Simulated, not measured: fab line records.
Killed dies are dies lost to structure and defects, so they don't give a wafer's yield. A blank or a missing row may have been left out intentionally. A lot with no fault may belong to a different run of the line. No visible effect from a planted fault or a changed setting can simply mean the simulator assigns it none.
Chamber matching -- flow nandHarc -- NHARC_P_CONTACT_ALD_22 on aldMetal-01 has 4 sister chambers
The step deposits TiN, target thk 3 nm, pulse time 1 s, ald cycles 150. 8 wafers are shown with their chamber, then 9 later ones without.

== EACH WAFER AND ITS CHAMBER ==
wafer,chamber,heaterPowerOuterW (W),heaterPowerW (W)
L078.1,3,702,1124
L085.3,3,709,1082
L084.1,2,723,1239
L084.3,0,660,1069
L084.6,1,636,1081
L086.2,2,731,1260
L086.3,0,670,1040
L086.4,1,625,1078

== WAFERS MISSING THEIR CHAMBER ==
wafer,heaterPowerOuterW (W),heaterPowerW (W)
L088.3,699,1085
L088.5,713,1245
L088.6,632,1107
L090.1,726,1229
L090.3,621,1049
L090.6,715,1247
L093.1,714,1125
L093.3,646,1079
L093.5,715,1076

== EACH ONE'S CHAMBER ==
wafer,from the rows above,in truth
L088.3,3,3
L088.5,2,2
L088.6,1,1
L090.1,2,2
L090.3,1,1
L090.6,2,2
L093.1,3,3
L093.3,can't be placed: 1 or 0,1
L093.5,3,3
Correct placement for 8 of the 9. From these rows, 1 cannot be placed; in 1 the true chamber is one of the candidates. Number placed wrongly: 0.
How it was worked out, from the rows above alone: a wafer's distance from a chamber is the root of the sum, over the readings, of the square of ((its reading less the chamber's mean) divided by the reading's scatter). The wafer belongs to the nearest chamber; if the next one is less than 2 further off, it can't be placed. For every chamber, the mean is computed from those of its wafers that are shown. The scatter is the square root of a quotient: the sum, over the shown wafers, of each reading's squared deviation from its chamber's mean, divided by wafers minus chambers.
